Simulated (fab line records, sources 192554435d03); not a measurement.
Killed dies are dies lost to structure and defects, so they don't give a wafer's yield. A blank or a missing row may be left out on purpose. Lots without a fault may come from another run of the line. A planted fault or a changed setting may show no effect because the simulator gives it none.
Which tool did it? | flow n5_finfet | 24 lots, 72 wafers sampled, at 4 steps of a route of 1938

WHAT THE GAUGES READ, wafer by wafer
N5_BEOL_M15_INSPECT_55: inspects for defects (darkfield).
lot  | measured     | on                | raw_defect_count
L075 | day 17 11:31 | defect_inspect-01 | 77 71 68
L078 | day 17 21:07 | defect_inspect-01 | 84 117 110
L077 | day 18 19:30 | defect_inspect-02 | 57 36 58
L079 | day 19 11:41 | defect_inspect-01 | 52 74 71
L074 | day 19 18:33 | defect_inspect-02 | 108 99 135
L080 | day 20 02:43 | defect_inspect-02 | 63 42 64
L084 | day 20 02:58 | defect_inspect-02 | 59 59 80
L076 | day 21 00:35 | defect_inspect-01 | 107 98 57
L081 | day 21 12:36 | defect_inspect-02 | 67 96 69
L083 | day 21 14:40 | defect_inspect-01 | 71 116 82
L082 | day 21 15:20 | defect_inspect-02 | 63 53 68
L085 | day 21 16:29 | defect_inspect-01 | 85 53 78
L086 | day 22 01:26 | defect_inspect-01 | 81 84 94
L091 | day 22 01:34 | defect_inspect-02 | 69 75 111
L090 | day 22 05:25 | defect_inspect-01 | 86 101 64
L087 | day 22 05:41 | defect_inspect-01 | 37 73 71
L088 | day 22 14:50 | defect_inspect-02 | 44 54 55
L089 | day 22 15:17 | defect_inspect-02 | 82 97 76
L092 | day 23 00:25 | defect_inspect-02 | 114 127 63
L095 | day 23 07:56 | defect_inspect-01 | 101 129 156
L093 | day 23 09:01 | defect_inspect-01 | 96 108 81
L094 | day 23 22:22 | defect_inspect-02 | 62 55 58
L097 | day 24 08:24 | defect_inspect-02 | 56 57 53
L096 | day 24 08:29 | defect_inspect-01 | 103 62 112

WHICH TOOL RAN EACH LOT (tool, then ch and the chambers of the sampled wafers, then the start)
lot  | N5_BEOL_M15_ETCH_38                           | N5_BEOL_M15_DEGAS_41         | N5_BEOL_M15_SPUTTER_43
L075 | rie_diel-01 ch 0,2,3, day 17 10:02 or earlier | pvd_sputter-03, day 17 10:02 | pvd_sputter-03, day 17 10:07
L078 | rie_diel-05 ch 0,1,2, day 17 19:43 or earlier | pvd_sputter-01, day 17 19:43 | pvd_sputter-01, day 17 19:48
L077 | rie_diel-05 ch 0,1,3, day 18 18:10 or earlier | pvd_sputter-02, day 18 18:10 | pvd_sputter-02, day 18 18:14
L079 | rie_diel-04 ch 0,1,3, day 19 10:12 or earlier | pvd_sputter-03, day 19 10:12 | pvd_sputter-03, day 19 10:17
L074 | rie_diel-04 ch 1,2,3, day 19 17:12 or earlier | pvd_sputter-03, day 19 17:12 | pvd_sputter-03, day 19 17:17
L080 | rie_diel-04 ch 0,3, day 20 01:21 or earlier   | pvd_sputter-02, day 20 01:21 | pvd_sputter-02, day 20 01:26
L084 | rie_diel-05 ch 1,2,3, day 20 01:27 or earlier | pvd_sputter-03, day 20 01:27 | pvd_sputter-03, day 20 01:32
L076 | rie_diel-05 ch 1,2, day 20 23:11 or earlier   | pvd_sputter-02, day 20 23:11 | pvd_sputter-02, day 20 23:16
L081 | rie_diel-05 ch 0,3, day 21 11:15 or earlier   | pvd_sputter-01, day 21 11:15 | pvd_sputter-01, day 21 11:20
L083 | rie_diel-05 ch 0,1,2, day 21 13:19 or earlier | pvd_sputter-03, day 21 13:19 | pvd_sputter-03, day 21 13:24
L082 | rie_diel-04 ch 2,3, day 21 13:58 or earlier   | pvd_sputter-02, day 21 13:58 | pvd_sputter-02, day 21 14:03
L085 | rie_diel-01 ch 0,1,3, day 21 14:02 or earlier | pvd_sputter-03, day 21 14:02 | pvd_sputter-03, day 21 14:07
L086 | rie_diel-04 ch 0,2,3, day 21 23:49 or earlier | pvd_sputter-01, day 21 23:49 | pvd_sputter-01, day 21 23:53
L091 | rie_diel-01 ch 0,2, day 22 00:14 or earlier   | pvd_sputter-02, day 22 00:14 | pvd_sputter-02, day 22 00:19
L090 | rie_diel-01 ch 0,2,3, day 22 04:03 or earlier | pvd_sputter-01, day 22 04:03 | pvd_sputter-01, day 22 04:08
L087 | rie_diel-05 ch 1,3, day 22 04:09 or earlier   | pvd_sputter-03, day 22 04:09 | pvd_sputter-03, day 22 04:14
L088 | rie_diel-05 ch 0,1,3, day 22 13:23 or earlier | pvd_sputter-03, day 22 13:23 | pvd_sputter-03, day 22 13:28
L089 | rie_diel-05 ch 0,3, day 22 13:41 or earlier   | pvd_sputter-01, day 22 13:41 | pvd_sputter-01, day 22 13:46
L092 | rie_diel-05 ch 0,1,3, day 22 23:05 or earlier | pvd_sputter-03, day 22 23:05 | pvd_sputter-03, day 22 23:10
L095 | rie_diel-01 ch 0,3, day 23 06:34 or earlier   | pvd_sputter-03, day 23 06:34 | pvd_sputter-03, day 23 06:38
L093 | rie_diel-05 ch 1,2,3, day 23 07:27 or earlier | pvd_sputter-01, day 23 07:27 | pvd_sputter-01, day 23 07:32
L094 | rie_diel-05 ch 0,1,3, day 23 20:41 or earlier | pvd_sputter-02, day 23 20:41 | pvd_sputter-02, day 23 20:46
L097 | rie_diel-01 ch 0,1,3, day 24 07:03 or earlier | pvd_sputter-01, day 24 07:03 | pvd_sputter-01, day 24 07:08
L096 | rie_diel-05 ch 1,3, day 24 07:08 or earlier   | pvd_sputter-03, day 24 07:08 | pvd_sputter-03, day 24 07:13
- N5_BEOL_M15_ETCH_38: etches SiCN in CF4/N2, target depth 106.4 nm, time 120.5 s.
- N5_BEOL_M15_DEGAS_41: time 60 s.
- N5_BEOL_M15_SPUTTER_43: material TaN, target thk 15 nm, time 24.19 s.

WHAT THE TOOLS THEMSELVES READ (means of the sampled wafers that have a number; where no wafer has one, the mark that the record gives instead)
N5_BEOL_M15_ETCH_38.
lot  | tool        | bias_w (W) | drypump_motor_current_A (A) | oes_product_au (a.u.) | rf_fwd_power_W (W) | rf_vpp_V (V) | showerhead_plenum_p_Torr (Torr) | throttle_valve_pct (%)
L075 | rie_diel-01 | 70.08      | 5.8                         | 0.78                  | 429.0              | 381.3        | 2.18                            | 15.26
L078 | rie_diel-05 | 69.97      | 5.6                         | 0.82                  | 428.6              | 381.1        | 2.17                            | 15.25
L077 | rie_diel-05 | 69.83      | 5.7                         | 0.90                  | 427.9              | 380.6        | 2.16                            | 15.18
L079 | rie_diel-04 | 69.99      | 5.5                         | 0.78                  | 428.0              | 382.5        | 2.23                            | 15.49
L074 | rie_diel-04 | 69.86      | 5.4                         | 0.83                  | 428.3              | 382.9        | 2.21                            | 15.33
L080 | rie_diel-04 | 70.05      | 5.7                         | 0.70                  | 429.5              | 382.1        | 2.23                            | 15.51
L084 | rie_diel-05 | 70.17      | 5.8                         | 0.81                  | 428.3              | 381.3        | 2.16                            | 15.29
L076 | rie_diel-05 | 69.94      | 5.8                         | 0.79                  | 428.9              | 381.0        | 2.16                            | 15.30
L081 | rie_diel-05 | 69.93      | 5.5                         | 0.86                  | 428.7              | 380.1        | 2.15                            | 15.22
L083 | rie_diel-05 | 70.05      | 5.6                         | 0.79                  | 428.4              | 381.6        | 2.16                            | 15.31
L082 | rie_diel-04 | 70.03      | 5.6                         | 0.91                  | 427.5              | 381.5        | 2.20                            | 15.04
L085 | rie_diel-01 | 70.06      | 5.6                         | 0.74                  | 429.3              | 381.0        | 2.17                            | 15.31
L086 | rie_diel-04 | 70.21      | 5.4                         | 0.84                  | 428.5              | 383.5        | 2.24                            | 15.29
L091 | rie_diel-01 | 70.01      | 5.8                         | 0.74                  | 427.5              | 382.7        | 2.17                            | 15.37
L090 | rie_diel-01 | 70.01      | 5.8                         | 0.75                  | 427.7              | 381.5        | 2.17                            | 15.31
L087 | rie_diel-05 | 69.93      | 5.9                         | 0.85                  | 428.4              | 380.1        | 2.15                            | 15.23
L088 | rie_diel-05 | 70.15      | 5.7                         | 0.85                  | 429.4              | 380.7        | 2.15                            | 15.24
L089 | rie_diel-05 | 69.85      | 5.5                         | 0.85                  | 428.4              | 381.0        | 2.15                            | 15.24
L092 | rie_diel-05 | 70.25      | 5.7                         | 0.84                  | 427.9              | 380.9        | 2.15                            | 15.24
L095 | rie_diel-01 | 69.95      | 5.4                         | 0.71                  | 426.3              | 380.0        | 2.13                            | 15.31
L093 | rie_diel-05 | 69.93      | 5.8                         | 0.88                  | 428.6              | 381.3        | 2.15                            | 15.19
L094 | rie_diel-05 | 70.01      | 5.7                         | 0.84                  | 428.7              | 380.3        | 2.14                            | 15.25
L097 | rie_diel-01 | 70.02      | 5.6                         | 0.71                  | 429.3              | 381.6        | 2.16                            | 15.35
L096 | rie_diel-05 | 70.11      | 5.9                         | 0.83                  | 428.8              | 379.7        | 2.14                            | 15.27

N5_BEOL_M15_DEGAS_41.
lot  | tool           | heater_power_w (W) | susceptor_temp_C (C)
L075 | pvd_sputter-03 | 449                | 300.03
L078 | pvd_sputter-01 | 490                | 299.90
L077 | pvd_sputter-02 | 465                | 300.05
L079 | pvd_sputter-03 | 479                | 300.09
L074 | pvd_sputter-03 | 418                | 300.08
L080 | pvd_sputter-02 | 471                | 299.95
L084 | pvd_sputter-03 | 446                | 299.95
L076 | pvd_sputter-02 | 482                | 299.81
L081 | pvd_sputter-01 | 495                | 299.93
L083 | pvd_sputter-03 | 426                | 299.96
L082 | pvd_sputter-02 | 496                | 300.12
L085 | pvd_sputter-03 | 443                | 299.91
L086 | pvd_sputter-01 | 492                | 299.93
L091 | pvd_sputter-02 | 510                | 300.06
L090 | pvd_sputter-01 | 491                | 299.98
L087 | pvd_sputter-03 | 452                | 299.90
L088 | pvd_sputter-03 | 460                | 300.09
L089 | pvd_sputter-01 | 497                | 299.98
L092 | pvd_sputter-03 | 453                | 300.01
L095 | pvd_sputter-03 | 438                | 300.10
L093 | pvd_sputter-01 | 475                | 300.10
L094 | pvd_sputter-02 | 478                | 300.14
L097 | pvd_sputter-01 | 510                | 300.11
L096 | pvd_sputter-03 | 427                | 300.13

N5_BEOL_M15_SPUTTER_43.
lot  | tool           | susceptor_temp_C (C) | throttle_valve_pct (%)
L075 | pvd_sputter-03 | 50.04                | 30.3
L078 | pvd_sputter-01 | 50.07                | 28.3
L077 | pvd_sputter-02 | 50.17                | 30.6
L079 | pvd_sputter-03 | 49.97                | 30.2
L074 | pvd_sputter-03 | 49.99                | 29.8
L080 | pvd_sputter-02 | 50.01                | 30.5
L084 | pvd_sputter-03 | 50.09                | 30.0
L076 | pvd_sputter-02 | 50.00                | 30.8
L081 | pvd_sputter-01 | 50.08                | 28.7
L083 | pvd_sputter-03 | 50.05                | 29.7
L082 | pvd_sputter-02 | 49.92                | 30.8
L085 | pvd_sputter-03 | 49.99                | 29.7
L086 | pvd_sputter-01 | 49.91                | 28.2
L091 | pvd_sputter-02 | 49.86                | 31.2
L090 | pvd_sputter-01 | 49.95                | 28.3
L087 | pvd_sputter-03 | 49.95                | 30.1
L088 | pvd_sputter-03 | 49.97                | 30.0
L089 | pvd_sputter-01 | 50.01                | 28.2
L092 | pvd_sputter-03 | 50.08                | 29.9
L095 | pvd_sputter-03 | 50.06                | 29.9
L093 | pvd_sputter-01 | 49.83                | 29.5
L094 | pvd_sputter-02 | 49.98                | 30.5
L097 | pvd_sputter-01 | 50.01                | 28.6
L096 | pvd_sputter-03 | 49.91                | 29.9

THE ANSWER, worked out from the rows above alone
Rule: what is usual is taken from the lots themselves. Put in order of their means at a reading, lots are off if they are a third of the lots or fewer, leave a main group of 4 or more, and stand apart from it by a gap of 3 or more times the standard deviation of the main group's means; of several such gaps the widest counts. A main group whose means are all the same, to the digits that the tables above print for the reading, isn't used. A lot without any number at a reading at which 4 lots or more have one is off too. The other lots that the step has rows for count as sound. The gauges are gone through in route order, then the tools' own readings, and for those a lot's mean is taken as printed above. The first step at which some lot is off is used, and at that step the reading that is off furthest; a lot without a number counts as furthest.
No lot is off at any reading shown: from this, nothing can be told.

WHAT THE SIMULATOR HAD PUT IN
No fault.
